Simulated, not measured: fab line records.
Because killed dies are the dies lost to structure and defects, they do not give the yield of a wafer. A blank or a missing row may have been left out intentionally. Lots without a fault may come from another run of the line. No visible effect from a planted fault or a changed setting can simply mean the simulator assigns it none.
A struck lot beside a sound one :: flow nand-harc :: 16 out of 1302 route steps
Sound: these wafers, L524.2, L524.4, L524.5. Struck: wafer L535.4 (L535.3, L535.5, from the same lot, were not struck and are left out); the cause is given at the end.
Each step with rows lists, per side, the tool, then ch with its chambers, then its first start. Under that, the readings that differ: sound wafers :: struck wafers :: difference of the means :: sigmas: that difference in standard deviations of wafers without a fault.
alike: readings whose means differ by less than 2 such deviations, and words and numbers that are the same on both sides. not compared: withheld readings, readings that some wafer has no value for, bounds like >300 that may hide the same value, and numbers for which the record gives no deviation and whose values overlap.
Wherever a step has rows on one side only, a row that says differs or no value, or a row with sigmas, the two part there. Numbers that have no deviation but don't overlap get no sigmas and don't part them. Lack of a reading on every wafer of one side parts them only where that side has two or more wafers.

NHARC_A_ONON_D2_THK_MEAS_02: measures by ellipsometry.
  sound on film-metro-02 at day 13 15:25; struck on film-metro-01 at day 18 15:49
  alike: thk-nm
following that, 1 step holds no rows for these wafers, namely NHARC_A_ONON_D2_DEP_03 (target thickness 1000 nm).
NHARC_A_ONON_D2_THK_MEAS_05: measures by ellipsometry.
  sound on film-metro-02 at day 13 15:59; struck on film-metro-01 at day 18 16:23
  alike: thk-nm
following that, 1 step holds no rows for these wafers, namely NHARC_A_ONON_D2_DEP_06 (target thickness 1000 nm).
NHARC_A_ONON_D2_THK_MEAS_08: measures by ellipsometry.
  sound on film-metro-02 at day 13 16:33; struck on film-metro-02 at day 18 16:57
  alike: thk-nm
following that, 1 step holds no rows for these wafers, namely NHARC_A_ONON_D2_DEP_09 (target thickness 1000 nm).
NHARC_A_ONON_D2_THK_MEAS_11: measures by ellipsometry.
  sound on film-metro-02 at day 13 17:07; struck on film-metro-01 at day 18 17:31
reading: thk-nm (nm)
sound: 980 979 978
struck: 1006
difference: +27
sigmas: +3
following that, 1 step holds no rows for these wafers, namely NHARC_A_ONON_D2_DEP_12 (target thickness 1000 nm).
NHARC_A_ONON_D2_THK_MEAS_14: measures by ellipsometry.
  sound on film-metro-02 at day 13 17:41; struck on film-metro-02 at day 18 18:05
reading: thk-nm (nm)
sound: 991 990 989
struck: 1023
difference: +33
sigmas: +3
then, 2 steps without rows for these wafers: NHARC_A_ONON_D2_ANNEAL_15 (time 3600 s); NHARC_A_ONON_D2_DEP_16 (target thk 1000 nm).
NHARC_A_ONON_D2_THK_MEAS_18: measures by ellipsometry.
  sound on film-metro-02 at day 14 01:23; struck on film-metro-01 at day 19 01:28
  alike: thk-nm
NHARC_A_ONON_D2_DEP_19: target thk 1000 nm.
  sound on pecvd-onon-02 ch 0, day 14 01:30; struck on pecvd-onon-04 ch 0, day 19 01:38
  alike: nh3-flow-sccm
NHARC_A_ONON_D2_THK_MEAS_21: measures by ellipsometry.
  sound on film-metro-02 at day 14 01:58; struck on film-metro-01 at day 19 02:01
reading: thk-nm (nm)
sound: 1008 1008 1008
struck: 1586
difference: +578
sigmas: +58
following that, 1 step holds no rows for these wafers, namely NHARC_A_ONON_D2_DEP_22 (target thickness 1000 nm).
-- jump in the record: it breaks off in module A_ONON_D2 and resumes in module END (first step shown: number 1302 of the route), and 11 days separate the struck wafers' starts before and after --
NHARC_END_SORT_01:
  only the struck wafers appear in the record here, on prober-02 ch 0 at day 30 12:05; the sound ones have no rows

WHERE THEY PART
Earliest at NHARC_A_ONON_D2_THK_MEAS_11; latest, in this record, at NHARC_END_SORT_01.

WHY: what had been put in by the simulator
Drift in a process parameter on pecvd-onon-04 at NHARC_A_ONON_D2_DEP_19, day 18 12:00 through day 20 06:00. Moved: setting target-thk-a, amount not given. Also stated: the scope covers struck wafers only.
